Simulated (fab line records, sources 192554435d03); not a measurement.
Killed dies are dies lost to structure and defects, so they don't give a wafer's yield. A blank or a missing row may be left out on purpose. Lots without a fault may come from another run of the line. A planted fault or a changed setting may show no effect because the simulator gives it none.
Chamber matching | flow n5_finfet | N5_BEOL_M9_ALD_74 on ald_metal-02: 4 sister chambers
The step deposits TaN, target thk 2 nm, pulse time 2 s, purge time 3 s. 4 wafers are shown with their chamber, then 7 later ones without.

WAFERS WITH THEIR CHAMBER
wafer  | chamber | heater_power_w (W)
L086.1 | 0       | 354
L088.5 | 3       | 439
L090.1 | 2       | 415
L090.2 | 1       | 342

WAFERS WITHOUT THEIR CHAMBER
wafer  | heater_power_w (W)
L090.5 | 410
L091.2 | 358
L091.3 | 332
L091.4 | 433
L092.2 | 345
L092.5 | 447
L092.6 | 362

WHICH CHAMBER EACH WENT THROUGH
wafer  | from the rows above     | in truth
L090.5 | 2                       | 2
L091.2 | can't be placed: 0 or 1 | 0
L091.3 | can't be placed: 1 or 0 | 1
L091.4 | can't be placed: 3 or 2 | 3
L092.2 | can't be placed: 1 or 0 | 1
L092.5 | 3                       | 3
L092.6 | can't be placed: 0 or 1 | 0
Placed correctly: 2 of 7. Can't be placed from these rows: 5 (the true chamber is among the candidates in 5). Placed wrongly: 0.
How it was worked out, from the rows above alone: a wafer's distance from a chamber is the root of the sum, over the readings, of the square of ((its reading less the chamber's mean) divided by the reading's scatter). The wafer belongs to the nearest chamber; if the next one is less than 2 further off, it can't be placed. A chamber's mean is the mean of its shown wafers. The scatter: with one shown wafer a chamber, the root of the mean of the squares of how far each hidden wafer lies from its nearest shown one.
